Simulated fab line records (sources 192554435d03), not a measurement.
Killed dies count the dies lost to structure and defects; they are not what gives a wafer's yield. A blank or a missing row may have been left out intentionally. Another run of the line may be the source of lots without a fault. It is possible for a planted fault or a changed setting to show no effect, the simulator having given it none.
The tool behind it: which one? -- flow n5Finfet -- Sampling: 10 lots, 28 wafers, 5 of 1938 route steps

## WHAT THE GAUGES SHOWED, per wafer
N5_MOL_CONTACT_COAG_CD_MEAS_84 targets a cd of 25.1 nm. Usual: cdNm 25.09 nm, standard deviation 0.23.
lot,measured,on,cdNm (nm),flag
L556,day 5 15:17,cdSem-02,25.25 25.34 25.14,
L559,day 6 07:14,cdSem-01,25.08 25.01 25.20,
L560,day 7 10:29,cdSem-03,25.01 25.06 25.19,
L563,day 7 14:21,cdSem-01,25.32 25.26 25.23,
L565,day 7 23:26,cdSem-03,25.03 24.86 24.77,
L567,day 8 07:44,cdSem-02,24.77 24.80 25.31,
L575,day 10 07:19,cdSem-03,25.07 25.59,
L574,day 10 07:29,cdSem-03,25.31 24.86,
L576,day 10 15:10,cdSem-02,25.27 25.15 25.33,
L577,day 10 20:26,cdSem-01,24.84 24.68 25.29,

N5_MOL_CONTACT_COAG_OVL_MEAS_85. Usual: VG_OVL 0.4 nm, standard deviation 0.74.
lot,measured,on,VG_OVL (nm),flag
L556,day 5 15:19,overlay-01,-0.7 -0.4 1.2,
L559,day 6 07:16,overlay-01,-0.7 0.0 0.1,
L560,day 7 10:31,overlay-02,-0.2 0.8 1.5,
L563,day 7 14:23,overlay-02,1.2 0.0 0.5,
L565,day 7 23:29,overlay-02,-0.1 1.0 0.5,
L567,day 8 07:46,overlay-02,0.4 0.3 1.1,
L575,day 10 07:21,overlay-01,-0.9 1.1,
L574,day 10 07:32,overlay-01,0.7 -0.1,
L576,day 10 15:12,overlay-02,1.7 1.1 0.8,
L577,day 10 20:28,overlay-01,1.0 0.4 1.5,

N5_BEOL_M4_RC_MEAS_101. Usual: DIBL_N 36.6 mV/V, standard deviation 1.1; DIBL_P 36.7 mV/V, standard deviation 1.5; IOFF_N 0.155 nA/um, standard deviation 0.019; IOFF_P 0.208 nA/um, standard deviation 0.025; ION_N 673 uA/um, standard deviation 8.5; ION_P 462 uA/um, standard deviation 5.9; SS_N 71.6 mV/dec, standard deviation 0.58; SS_P 73.5 mV/dec, standard deviation 0.51; VT_N 250.7 mV, standard deviation 2.4; VT_P -251 mV, standard deviation 3.
lot,measured,on,DIBL_N (mV/V),DIBL_P (mV/V),IOFF_N (nA/um),IOFF_P (nA/um),ION_N (uA/um),ION_P (uA/um),SS_N (mV/dec),SS_P (mV/dec),VT_N (mV),VT_P (mV),flag
L556,day 10 22:09,prober-02,34.9 36.0 35.5,32.8 34.5 34.1,0.140 0.161 0.154,0.178 0.202 0.193,673 675 670,464 466 457,71.2 71.0 70.9,72.9 72.9 73.0,250.1 248.8 249.8,-251 -252 -251,
L559,day 12 02:20,prober-02,35.4 36.5 36.4,36.4 38.0 36.8,0.151 0.175 0.169,0.210 0.231 0.221,671 682 678,465 470 462,71.2 72.3 71.8,73.6 73.7 73.4,248.0 250.3 248.5,-250 -248 -249,
L560,day 13 03:10,prober-02,36.5 36.6 36.7,40.1 39.4 39.5,0.182 0.177 0.179,0.224 0.212 0.219,684 683 690,466 460 464,72.4 72.4 72.8,74.1 73.7 73.8,251.6 252.1 249.7,-251 -252 -252,
L563,day 11 18:16,prober-01,36.0 36.3 35.6,37.5 38.4 37.4,0.148 0.157 0.148,0.199 0.213 0.197,669 664 672,454 455 457,71.9 72.2 71.7,73.9 74.1 73.5,252.7 249.3 252.7,-250 -252 -253,
L565,day 12 23:29,prober-02,38.2 39.0 38.6,36.0 36.8 36.1,0.160 0.180 0.167,0.211 0.227 0.211,685 676 676,470 462 461,71.6 71.5 71.5,73.7 73.5 72.9,248.9 244.7 250.7,-250 -250 -249,
L567,day 13 18:49,prober-02,35.0 36.7 35.6,35.5 37.0 36.5,0.156 0.173 0.162,0.220 0.237 0.226,674 674 679,467 463 466,72.4 72.5 71.6,73.4 73.5 72.8,250.1 248.2 250.3,-248 -248 -247,
L575,day 16 02:40,prober-01,36.5 37.1,36.6 37.0,0.150 0.161,0.218 0.223,675 684,464 471,71.7 72.1,73.4 73.3,251.7 249.7,-249 -250,
L574,day 15 11:37,prober-01,36.1 37.0,37.2 37.9,0.149 0.164,0.219 0.234,661 681,463 468,71.4 71.4,73.3 73.8,254.1 250.1,-247 -246,
L576,day 16 12:02,prober-02,36.7 36.7 36.0,37.5 37.0 36.0,0.168 0.166 0.152,0.178 0.170 0.169,679 671 658,450 443 443,72.5 71.5 71.6,73.2 72.9 73.0,250.9 251.7 250.1,-256 -255 -256,
L577,day 16 06:34,prober-02,36.8 37.9 34.4,36.1 37.3 32.9,0.155 0.179 0.123,0.218 0.236 0.166,681 696 668,469 468 455,72.4 71.5 71.7,73.6 74.0 72.3,247.5 247.6 252.1,-249 -251 -254,

## WHAT TOOL EACH LOT RAN ON (gives the tool, then ch and the chambers of the sampled wafers, and finally the start)
lot,N5_MOL_CONTACT_COAG_DESCUM_88,N5_MOL_CONTACT_COAG_ETCH_90
L556,"rieDiel-01 ch 2,3, day 5 15:25","rieDiel-01 ch 2,3, day 5 15:28"
L559,"rieDiel-04 ch 2,3, day 6 08:07","rieDiel-04 ch 2,3, day 6 08:10"
L560,"rieDiel-01 ch 1,3, day 7 10:59","rieDiel-01 ch 1,3, day 7 11:03"
L563,"rieDiel-01 ch 1,3, day 7 14:28","rieDiel-01 ch 1,3, day 7 14:32"
L565,"rieDiel-03 ch 0,3, day 7 23:34","rieDiel-03 ch 0,3, day 7 23:37"
L567,"rieDiel-03 ch 0,1,3, day 8 07:51","rieDiel-03 ch 0,1,3, day 8 07:54"
L575,"rieDiel-03 ch 1,2, day 10 07:41","rieDiel-03 ch 1,2, day 10 07:45"
L574,"rieDiel-03 ch 1,3, day 10 07:48","rieDiel-03 ch 1,3, day 10 07:52"
L576,"rieDiel-03 ch 1,2,3, day 10 15:17","rieDiel-03 ch 1,2,3, day 10 15:20"
L577,"rieDiel-01 ch 0,2, day 10 20:40","rieDiel-01 ch 0,2, day 10 20:44"
- N5_MOL_CONTACT_COAG_DESCUM_88: chemistry O2, time 7 s.
- N5_MOL_CONTACT_COAG_ETCH_90: etches SiARC in CF4, target depth 13 nm, time 21.7 s.

## AS READ BY THE TOOLS THEMSELVES (means over the sampled wafers that have a number; for cases with no such wafer, the mark the record gives instead)
N5_MOL_CONTACT_COAG_DESCUM_88. Usual: drypumpMotorCurrentA 5.8 A, standard deviation 0.55; o2FlowSccm 224.9 sccm, standard deviation 0.67; oesProductAu 0.79 a.u., standard deviation 0.096; rfVppV 243.2 V, standard deviation 1.3; showerheadPlenumPTorr 2.09 Torr, standard deviation 0.058; throttleValvePct 20.40 %, standard deviation 0.25.
lot,tool,drypumpMotorCurrentA (A),o2FlowSccm (sccm),oesProductAu (a.u.),rfVppV (V),showerheadPlenumPTorr (Torr),throttleValvePct (%),flag
L556,rieDiel-01,5.6,225.2,0.79,243.3,2.10,20.57,
L559,rieDiel-04,5.8,224.1,0.71,243.5,2.11,20.41,
L560,rieDiel-01,6.3,224.9,0.90,243.1,2.07,20.24,
L563,rieDiel-01,6.3,224.8,0.91,242.7,2.06,20.25,
L565,rieDiel-03,5.9,225.6,0.74,243.8,2.08,20.16,
L567,rieDiel-03,5.4,224.6,0.77,243.2,2.12,20.23,
L575,rieDiel-03,5.7,223.3,0.76,244.1,2.17,20.55,
L574,rieDiel-03,5.6,224.8,0.79,243.8,2.14,20.37,
L576,rieDiel-03,5.9,225.3,0.75,243.3,2.14,20.45,
L577,rieDiel-01,5.7,225.3,0.85,243.3,2.07,20.40,

N5_MOL_CONTACT_COAG_ETCH_90. Usual: drypumpMotorCurrentA 5.8 A, standard deviation 0.56; etchRfOnTimeS 21.7 s, standard deviation 0.33; oesProductAu 0.68 a.u., standard deviation 0.081; rfVppV 184.1 V, standard deviation 1.1; showerheadPlenumPTorr 2.14 Torr, standard deviation 0.056; throttleValvePct 15.60 %, standard deviation 0.22.
lot,tool,drypumpMotorCurrentA (A),etchRfOnTimeS (s),oesProductAu (a.u.),rfVppV (V),showerheadPlenumPTorr (Torr),throttleValvePct (%),flag
L556,rieDiel-01,5.6,21.6,0.68,184.2,2.15,15.74,
L559,rieDiel-04,5.8,22.0,0.61,183.5,2.16,15.65,
L560,rieDiel-01,6.3,21.3,0.78,183.6,2.11,15.43,
L563,rieDiel-01,6.3,21.2,0.77,183.1,2.11,15.44,
L565,rieDiel-03,5.9,21.7,0.63,183.3,2.13,15.42,
L567,rieDiel-03,5.4,21.6,0.67,185.0,2.18,15.48,
L575,rieDiel-03,5.7,24.2,0.63,185.7,2.22,15.73,OFF
L574,rieDiel-03,5.5,23.9,0.65,184.6,2.19,15.55,OFF
L576,rieDiel-03,5.9,23.5,0.62,184.0,2.19,15.65,OFF
L577,rieDiel-01,5.7,21.5,0.72,184.6,2.12,15.52,

## THE ANSWER, worked out from the rows above alone
Rule: take the mean of a lot's wafers that have a number; if it is more than 3 standard deviations from the usual mean, the lot is off. A lot without any number at a reading at which 4 lots or more have one is off too. All remaining lots with rows at the step are treated as sound. Order of review: gauges by route order, followed by the tools' own readings, for which a lot's mean as printed above is used. The first step at which some lot is off is used, and at that step the reading that is off furthest; a lot without a number counts as furthest.
Off: L575, L574, L576 (N5_MOL_CONTACT_COAG_ETCH_90, etchRfOnTimeS).
If a tool, at that step or one of the process steps before it, ran each lot that is off and ran no sound lot following the first of them, it fits. One fits: N5_MOL_CONTACT_COAG_DESCUM_88 and N5_MOL_CONTACT_COAG_ETCH_90 on rieDiel-03. At N5_MOL_CONTACT_COAG_DESCUM_88 its last sound lot is L567 (day 8 07:51), its first lot that is off L575 (day 10 07:41): a fault that began between those two fits.

## WHAT HAD BEEN PUT IN BY THE SIMULATOR
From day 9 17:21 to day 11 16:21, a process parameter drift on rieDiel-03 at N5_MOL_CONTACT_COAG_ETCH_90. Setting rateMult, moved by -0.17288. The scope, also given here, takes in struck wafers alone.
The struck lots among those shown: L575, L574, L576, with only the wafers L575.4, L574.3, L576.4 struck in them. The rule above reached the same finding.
